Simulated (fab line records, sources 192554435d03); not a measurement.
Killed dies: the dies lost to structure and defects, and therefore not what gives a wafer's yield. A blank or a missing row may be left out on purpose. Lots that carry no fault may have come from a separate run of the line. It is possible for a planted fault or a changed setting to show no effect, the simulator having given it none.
fab line records	flow n5Finfet
record lots=7	wafers=21
route steps=1938 shown BEOL_M14@1730 BEOL_M15@1824 MIM_BOT@1833 TV_OPEN@1890 PASSIVATION@1929
startH: hours from the record's opening day to when the first of the lot's shown wafers began	waitH: hours since the lot's step before	" the same as in the row above	L1.1+2: a single row standing in for several wafers	- no value, or no start given	* or withheld: withheld	< > ~ a bound
route shown NAME@n: names a module that has steps shown in the file, with the first one's number in the route	usual: the fault-free wafers' mean and standard deviation	same: alike in all rows	chamber/n: place in a boat	sites: per-site readings	_std_site: standard deviation across them	_edge_site: the outer-site mean with the inner-site mean subtracted	radiusMm: how far each site lies from the wafer's centre	mask NAME#n: copy n	behind: tool/chamber where the wafer was last shaped	hold: why the lot went on hold/how many hours it stayed there/how the hold came to an end	device: the n, p or np transistor that did not switch	end of line: at the end of the route, the tests of the same wafers	step lacking rows: just its recipe	killed: dies lost to structure and defects at the first sort, not the wafer's yield	map: the dies of a wafer, with x for killed, . for not killed, _ for no die there
set.NAME: the setting as run; set.NAME@STEP: as run at that earlier step	model.NAME: the simulator's own value behind a step, which no gauge read
lots with deliberately changed settings; one table per step, one row per wafer
## steps
# step N5_BEOL_M14_ETCH_59
# recipe chemistry=N2/H2	target=BARC	targetDepthA=890	overetchA=267	timeS=67.9	ionEnergyEv=200	pressureMtorr=30	sourceW=840	biasW=150	n2FlowSccm=200	h2FlowSccm=200
lot.wafer	tool	chamber	startH	waitH	set.h2FlowSccm
L074.2+3	rieDiel-04	2,0	247.50	0.0	200
L074.5	"	2	"	"	206.2
L076.1+4	rieDiel-06	2,0	268.55	0.0	195.7
L076.6	"	2	"	"	200
L077.1+5	rieDiel-06	1	284.82	0.0	212.2
L077.3	"	3	"	"	200
L082.2	rieDiel-05	2	293.55	0.0	200
L082.3+6	"	3	"	"	187.2
L086.1	rieDiel-06	3	333.38	0.0	214.7
L086.2+5	"	2,0	"	"	200
L091.1+2+6	rieDiel-05	0,2,2	335.23	0.0	200
L097.1	rieDiel-06	1	392.38	0.0	190.3
L097.4+5	"	3	"	"	200
# step N5_BEOL_M14_VIA_ETCH_16
# recipe chemistry=C4F8/O2/Ar	target=SiO2	heInnerTorr=15	heOuterTorr=30	targetDepthA=12313	timeS=withheld	ionEnergyEv=800	pressureMtorr=20	sourceW=1905	biasW=2040	Ar_flow_sccm=400	C4F8_flow_sccm=16	O2_flow_sccm=12	ends=cleared
# step N5_BEOL_M14_STRIP_63
# recipe chemistry=O2	powerW=600	tempC=60	pressureMtorr=30	rfFrequencyHz=6e+07	biasPowerW=0	overashFraction=0.3	o2FlowSccm=225
# step N5_BEOL_M14_STRIP_71
# recipe chemistry=postEtchResidueRemover	timeS=60	tempC=25	removerPh=withheld	removerWaterWtPct=withheld	removerFluorideWtPct=withheld
# step N5_BEOL_M14_SRD_72
# recipe timeS=30	tempC=23	rinseLiquid=diw	dry=n2Spin	spinRpm=1500	dryTimeS=30
# step N5_BEOL_M14_CD_MEAS_17
# recipe targetCdNm=250	polarity=opening
# usual cdNm=251.3/1.7
lot.wafer	tool	chamber	startH	waitH	set.doseMj@BEOL_M14_EXPOSE_07	cdNm
L074.2	cdSem-02	-	247.91	0.0	57	246.7
L074.3	"	-	"	"	57	247.2
L074.5	"	-	"	"	57	248.6
L076.1	cdSem-02	-	268.95	0.0	57	252.5
L076.4	"	-	"	"	57	249.2
L076.6	"	-	"	"	57	252.2
L077.1	cdSem-01	-	285.22	0.0	57	249.0
L077.3	"	-	"	"	57	249.4
L077.5	"	-	"	"	57	253.4
L082.2	cdSem-01	-	293.95	0.0	57	252.6
L082.3	"	-	"	"	58.51	258.4
L082.6	"	-	"	"	57	253.0
L086.1	cdSem-02	-	333.78	0.0	59.28	257.3
L086.2	"	-	"	"	57	252.4
L086.5	"	-	"	"	59.28	258.3
L091.1	cdSem-01	-	335.62	0.0	57	249.9
L091.2	"	-	"	"	57	250.6
L091.6	"	-	"	"	57	249.9
L097.1	cdSem-03	-	392.78	0.0	53.02	243.7
L097.4	"	-	"	"	57	253.7
L097.5	"	-	"	"	53.02	243.2
# step N5_BEOL_M14_SPUTTER_44
# recipe material=Ta	targetThkA=150	tempC=50	biasV=80	powerW=15000	chamberPressurePa=0.07	timeS=24.19
lot.wafer	tool	chamber	startH	waitH	set.timeS	model.Ta_of_BEOL_M14_SPUTTER_44.thkNm
L074.2	pvdSputter-02	-	252.52	0.0	24.19	15.2
L074.3	"	-	"	"	21.6	13.4
L074.5	"	-	"	"	21.6	13.6
L076.1	pvdSputter-02	-	271.99	0.0	24.19	15.6
L076.4	"	-	"	"	24.19	15.4
L076.6	"	-	"	"	26.59	16.8
L077.1	pvdSputter-01	-	293.02	0.0	24.19	14.8
L077.3+5	"	-	"	"	27.24	16.6
L082.2	pvdSputter-01	-	301.66	0.0	24.19	15
L082.3	"	-	"	"	24.19	14.8
L082.6	"	-	"	"	27.39	16.8
L086.1	pvdSputter-03	-	337.22	0.0	22.7	14
L086.2	"	-	"	"	24.19	15
L086.5	"	-	"	"	24.19	14.6
L091.1+2	pvdSputter-03	-	344.72	0.0	24.19	14.8
L091.6	"	-	"	"	24.19	15.2
L097.1	pvdSputter-01	-	394.35	0.0	24.19	14.8
L097.4+5	"	-	"	"	24.19	14.6
# step N5_BEOL_M15_CMP_49
# recipe stopOn=SiO2	tOverpolishS=4.9	downForcePsi=2	platenRpm=80	clearingPlatenDownForcePsi=2	clearingPlatenRpm=80	postCmpClean=cuAlkaline	targetThkNm=850	clearingPlatenPadVelocityMS=1.5917	padVelocityMS=1.5917
# usual barrierFieldEndpointS=11.43/0.27
lot.wafer	tool	chamber	startH	waitH	set.downForcePsi	barrierFieldEndpointS
L074.3	cmp-03	0	258.78	0.2	1.837	12.34
L074.2	"	1	"	"	2	11.39
L074.5	"	2	"	"	2	11.54
L076.4	cmp-04	2	277.92	0.2	2.392	9.61
L076.1	"	3	"	"	2	11.59
L076.6	"	1	"	"	2	11.59
L077.1	cmp-03	2	301.99	0.3	1.647	13.81
L077.3	"	3	"	"	1.647	13.98
L077.5	"	1	"	"	2	11.19
L082.3	cmp-03	0	308.23	0.6	1.852	12.63
L082.2	"	2	"	"	2	11.65
L082.6	"	0	"	"	2	11.46
L086.2	cmp-04	3	353.17	0.2	2	11.05
L086.1	"	1	"	"	1.881	12.22
L086.5	"	2	"	"	1.881	12.22
L091.2	cmp-02	2	353.89	0.2	2	11.47
L091.1	"	1	"	"	2	11.85
L091.6	"	3	"	"	2	11.06
L097.4	cmp-04	3	400.12	0.2	2.288	9.80
L097.1	"	0	"	"	2	10.94
L097.5	"	3	"	"	2	11.46
# step N5_MIM_BOT_SPUTTER_00
# recipe material=TiN	targetThkA=350	tempC=200	powerW=3000	chamberPressurePa=0.49996	gas=Ar	reactivePartialPa=0.37997	timeS=89.7
lot.wafer	tool	chamber	startH	waitH	set.timeS	model.TiN_of_MIM_BOT_SPUTTER_00.thkNm
L074.2	pvdSputter-02	-	260.78	0.0	89.7	35.6
L074.3	"	-	"	"	89.7	35
L074.5	"	-	"	"	89.7	35.2
L076.1	pvdSputter-03	-	279.89	0.0	89.7	35.2
L076.4	"	-	"	"	89.7	35
L076.6	"	-	"	"	89.7	34.8
L077.1	pvdSputter-01	-	304.58	0.0	89.7	35.4
L077.3+5	"	-	"	"	89.7	35.8
L082.2	pvdSputter-03	-	310.14	0.0	89.7	35.2
L082.3	"	-	"	"	89.7	35.4
L082.6	"	-	"	"	82.09	32
L086.1	pvdSputter-03	-	355.18	0.0	89.7	35.8
L086.2+5	"	-	"	"	89.7	35.4
L091.1+2	pvdSputter-03	-	355.66	0.0	89.7	35.8
L091.6	"	-	"	"	89.7	36
L097.1	pvdSputter-01	-	402.86	0.0	94.51	36.2
L097.4	"	-	"	"	94.51	36.4
L097.5	"	-	"	"	89.7	34.2
# step N5_PASSIVATION_ETCH_15
# recipe chemistry=CF4/N2	target=SiCN	targetDepthA=750	taperDeg=2	timeS=81.2	ionEnergyEv=150	maskMaterial=SiNx	pressureMtorr=40	sourceW=430	biasW=70	Ar_flow_sccm=100	cf4FlowSccm=60	n2FlowSccm=60
# usual rfVppV=382.6/2.4
lot.wafer	tool	chamber	startH	waitH	set.biasW	rfVppV
L074.2	rieDiel-01	3	-	-	65.98	368.6
L074.3	"	1	"	"	70	383.9
L074.5	"	3	"	"	65.98	367.2
L076.1	rieDiel-01	0	-	-	75.58	402.1
L076.4	"	2	"	"	75.58	405.1
L076.6	"	0	"	"	70	384.2
L077.1	rieDiel-03	0	-	-	70	381.4
L077.3	"	1	"	"	57.63	336.9
L077.5	"	1	"	"	57.63	336.1
L082.2	rieDiel-03	2	-	-	70	384.5
L082.3	"	0	"	"	79.64	413.9
L082.6	"	3	"	"	79.64	417.9
L091.1	rieDiel-02	0	-	-	70	382.2
L091.2	"	3	"	"	70	385.6
L091.6	"	2	"	"	70	378.9
L086.1	rieDiel-01	0	-	-	64.27	364.6
L086.2	"	1	"	"	64.27	364.6
L086.5	"	0	"	"	70	384.1
L097.1	rieDiel-02	2	-	-	75.77	398.1
L097.4	"	1	"	"	70	386.5
L097.5	"	2	"	"	75.77	394.9
# step N5_PASSIVATION_PASS_ETCH_47
# recipe chemistry=CF4/O2	target=SiNx	targetDepthA=7700	timeS=385	ionEnergyEv=100	pressureMtorr=40	sourceW=535	biasW=49	Ar_flow_sccm=100	cf4FlowSccm=100	O2_flow_sccm=10
lot.wafer	tool	chamber	startH	waitH	set.timeS	model.etch.depthNm
L074.2	rieDiel-05	2	269.31	0.0	346.8	703.7
L074.3	"	3	"	"	346.8	725.5
L074.5	"	2	"	"	385	778.3
L076.1	rieDiel-06	1	289.30	0.0	359.9	731.5
L076.4	"	2	"	"	385	799.3
L076.6	"	1	"	"	385	778.2
L077.1	rieDiel-05	1	314.55	0.0	385	807.1
L077.3	"	3	"	"	385	814
L077.5	"	3	"	"	385	814.5
L082.2	rieDiel-04	3	318.45	0.0	385	786.9
L082.3	"	1	"	"	306.4	626.5
L082.6	"	3	"	"	385	779.2
L091.1	rieDiel-04	0	364.31	0.0	385	777.4
L091.2	"	3	"	"	385	774.1
L091.6	"	2	"	"	385	773.7
L086.1	rieDiel-06	1	365.19	0.0	385	768.3
L086.2	"	0	"	"	385	754.7
L086.5	"	1	"	"	385	770.3
L097.1	rieDiel-06	1	411.12	0.0	312.5	640.9
L097.4	"	3	"	"	312.5	638.8
L097.5	"	3	"	"	312.5	633.9
## key
split step=N5_BEOL_M14_ETCH_59	setting=h2FlowSccm	stated=200	by=wafer
response none clear
split step=N5_BEOL_M14_SPUTTER_44	setting=timeS	stated=24.19	by=wafer
response step=N5_BEOL_M14_SPUTTER_44	reading=model.Ta_of_BEOL_M14_SPUTTER_44.thkNm	change=+0.143	per=1%	r=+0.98
split step=N5_BEOL_M15_CMP_49	setting=downForcePsi	stated=2	by=wafer
response step=N5_BEOL_M15_CMP_49	reading=barrierFieldEndpointS	change=-0.122	per=1%	r=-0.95
split step=N5_MIM_BOT_SPUTTER_00	setting=timeS	stated=89.7	by=wafer
response step=N5_MIM_BOT_SPUTTER_00	reading=model.TiN_of_MIM_BOT_SPUTTER_00.thkNm	change=+0.39	per=1%	r=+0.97
split step=N5_PASSIVATION_ETCH_15	setting=biasW	stated=70	by=wafer
response step=N5_PASSIVATION_ETCH_15	reading=rfVppV	change=+2.34	per=1%	r=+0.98
split step=N5_PASSIVATION_PASS_ETCH_47	setting=timeS	stated=385	by=wafer
response step=N5_PASSIVATION_PASS_ETCH_47	reading=model.etch.depthNm	change=+7.53	per=1%	r=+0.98
split outsideThisFile step=N5_BEOL_M14_EXPOSE_07 setting=doseMj
# split outsideThisFile: this setting was split too, and the file shows its column; the key of that split is in another file
